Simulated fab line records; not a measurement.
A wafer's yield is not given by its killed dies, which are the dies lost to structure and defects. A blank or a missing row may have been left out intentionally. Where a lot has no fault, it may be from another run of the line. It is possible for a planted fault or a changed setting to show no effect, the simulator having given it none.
Lot-split experiment + flow n5Finfet + 39 wafers read across 7 lots, on a route 1938 steps long

## THE SPLIT
At N5_MOL_CONTACT_COAG_ETCH_91 (etches SOC in N2/H2, target depth 60 nm, overetch 21 nm, time 101.2 s), the setting timeS was moved away from the recipe's 101.2 s on 15 of the 39 wafers read, by -8.2% to +23.6%. All remaining wafers had this setting at the recipe value.

Reading taken at the split's own step.

## THE READING
SiARC_of_MOL_CONTACT_COAG_COAT_76.thkNm (the simulator's own value, which no gauge read), in nm, at N5_MOL_CONTACT_COAG_ETCH_91 (etches SOC in N2/H2, target depth 60 nm, overetch 21 nm, time 101.2 s). The file gives no usual value for it. Average 5.9 nm, standard deviation 0.1 nm, over the 24 wafers here run with the recipe.

| wafer  | tool, chamber at the split | timeS as run, s | against the recipe | SiARC_of_MOL_CONTACT_COAG_COAT_76.thkNm, nm | against lot-mates on the recipe |
|--------|----------------------------|-----------------|--------------------|---------------------------------------------|---------------------------------|
| L078.1 | rieDiel-03, 1,3,0          | 101.2           | recipe             | 5.8                                         | -                               |
| L078.2 | rieDiel-03, 1,3,0          | 101.2           | recipe             | 5.8                                         | -                               |
| L078.5 | rieDiel-03, 1,3,0          | 101.2           | recipe             | 5.8                                         | -                               |
| L082.1 | rieDiel-01, 2              | 101.2           | recipe             | 5.8                                         | -                               |
| L082.5 | rieDiel-01, 2              | 101.2           | recipe             | 5.8                                         | -                               |
| L082.2 | rieDiel-01, 3,0            | 118.7           | +17.3%             | 5.2                                         | -0.7                            |
| L082.4 | rieDiel-01, 3,0            | 118.7           | +17.3%             | 5.2                                         | -0.7                            |
| L082.3 | rieDiel-01, 1              | 118.7           | +17.3%             | 5.4                                         | -0.5                            |
| L082.6 | rieDiel-01, 3              | 101.2           | recipe             | 6                                           | -                               |
| L083.1 | rieDiel-05, 3,1,0          | 125.1           | +23.6%             | 5                                           | -1.0                            |
| L083.3 | rieDiel-05, 3,1,0          | 125.1           | +23.6%             | 5                                           | -1.0                            |
| L083.6 | rieDiel-05, 3,1,0          | 125.1           | +23.6%             | 5                                           | -1.0                            |
| L083.2 | rieDiel-05, 2,0,3          | 101.2           | recipe             | 6                                           | -                               |
| L083.4 | rieDiel-05, 2,0,3          | 101.2           | recipe             | 6                                           | -                               |
| L083.5 | rieDiel-05, 2,0,3          | 101.2           | recipe             | 6                                           | -                               |
| L089.1 | rieDiel-01, 3,0            | 92.87           | -8.2%              | 6.2                                         | +0.3                            |
| L089.4 | rieDiel-01, 3,0            | 92.87           | -8.2%              | 6.2                                         | +0.3                            |
| L089.2 | rieDiel-01, 2              | 101.2           | recipe             | 5.8                                         | -                               |
| L089.3 | rieDiel-01, 1              | 101.2           | recipe             | 6                                           | -                               |
| L089.6 | rieDiel-01, 1              | 101.2           | recipe             | 6                                           | -                               |
| L089.5 | rieDiel-01, 2              | 92.87           | -8.2%              | 6                                           | +0.1                            |
| L092.1 | rieDiel-03, 1,0,3,1,0      | 101.2           | recipe             | 5.8                                         | -                               |
| L092.2 | rieDiel-03, 1,0,3,1,0      | 101.2           | recipe             | 5.8                                         | -                               |
| L092.4 | rieDiel-03, 1,0,3,1,0      | 101.2           | recipe             | 5.8                                         | -                               |
| L092.5 | rieDiel-03, 1,0,3,1,0      | 101.2           | recipe             | 5.8                                         | -                               |
| L092.6 | rieDiel-03, 1,0,3,1,0      | 101.2           | recipe             | 5.8                                         | -                               |
| L092.3 | rieDiel-03, 2              | 101.2           | recipe             | 6                                           | -                               |
| L094.1 | rieDiel-03, 3              | 113.6           | +12.3%             | 5.2                                         | -0.7                            |
| L094.2 | rieDiel-03, 1,3            | 101.2           | recipe             | 5.8                                         | -                               |
| L094.5 | rieDiel-03, 1,3            | 101.2           | recipe             | 5.8                                         | -                               |
| L094.3 | rieDiel-03, 0,2            | 113.6           | +12.3%             | 5.4                                         | -0.5                            |
| L094.6 | rieDiel-03, 0,2            | 113.6           | +12.3%             | 5.4                                         | -0.5                            |
| L094.4 | rieDiel-03, 2              | 101.2           | recipe             | 6                                           | -                               |
| L095.1 | rieDiel-05, 2,0            | 123.3           | +21.8%             | 5                                           | -1.0                            |
| L095.3 | rieDiel-05, 2,0            | 123.3           | +21.8%             | 5                                           | -1.0                            |
| L095.2 | rieDiel-05, 3,0,3          | 101.2           | recipe             | 6                                           | -                               |
| L095.5 | rieDiel-05, 3,0,3          | 101.2           | recipe             | 6                                           | -                               |
| L095.6 | rieDiel-05, 3,0,3          | 101.2           | recipe             | 6                                           | -                               |
| L095.4 | rieDiel-05, 1              | 123.3           | +21.8%             | 4.8                                         | -1.2                            |
When a row names more than one chamber, that row covers several wafers, and the file does not tell which wafer ran in which chamber.

THE FIT
A straight line over all 39 wafers: SiARC_of_MOL_CONTACT_COAG_COAT_76.thkNm changes by -0.0391 nm for each +1% of timeS; r = -0.96; the points scatter about the line by 0.11 nm.
The same after taking each lot's own level away (the mean of its wafers on the recipe; 39 wafers): -0.0414 nm for each +1%; r = -0.97; scatter 0.1 nm.
According to that fit, moving timeS by its largest amount changes the reading by 0.98 nm.
From 5.80 to 6.00 nm: that is the span of the lots' own levels, equal to 2.0 times the standard deviation above.
The two slopes are in agreement: the lot-to-lot level therefore moves the slope only a little.
Check: -0.996 nm against its lot-mates is what the line predicts for one of the wafers moved furthest among these (+23.6%) when that wafer is left out of the fit. Against them it came out at -1 nm.

## OTHER SPLITS ON THESE WAFERS
Before the reading, these wafers also passed through other splits. Each is held against what the fit with the lots' levels taken away leaves over:
| other split on the same wafers             | wafers away from the commonest value | r with SiARC_of_MOL_CONTACT_COAG_COAT_76.thkNm (lot level and that fit taken away) |
|--------------------------------------------|--------------------------------------|------------------------------------------------------------------------------------|
| N5_WELL_APT_EPI_41 timeS                   | 12                                   | -0.30                                                                              |
| N5_FIN_SAQP_SPACER1_ALD_24 aldCycles       | 18                                   | -0.11                                                                              |
| N5_STI_FIN_REVEAL_ETCHBACK_08 targetDepthA | 12                                   | +0.37                                                                              |
| N5_HKMG_FIN_ETCH_35 biasW                  | 18                                   | +0.12                                                                              |

## FILE'S OWN FIT
SiARC_of_MOL_CONTACT_COAG_COAT_76.thkNm changes by -0.0422 nm for each +1% of timeS, r = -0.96.
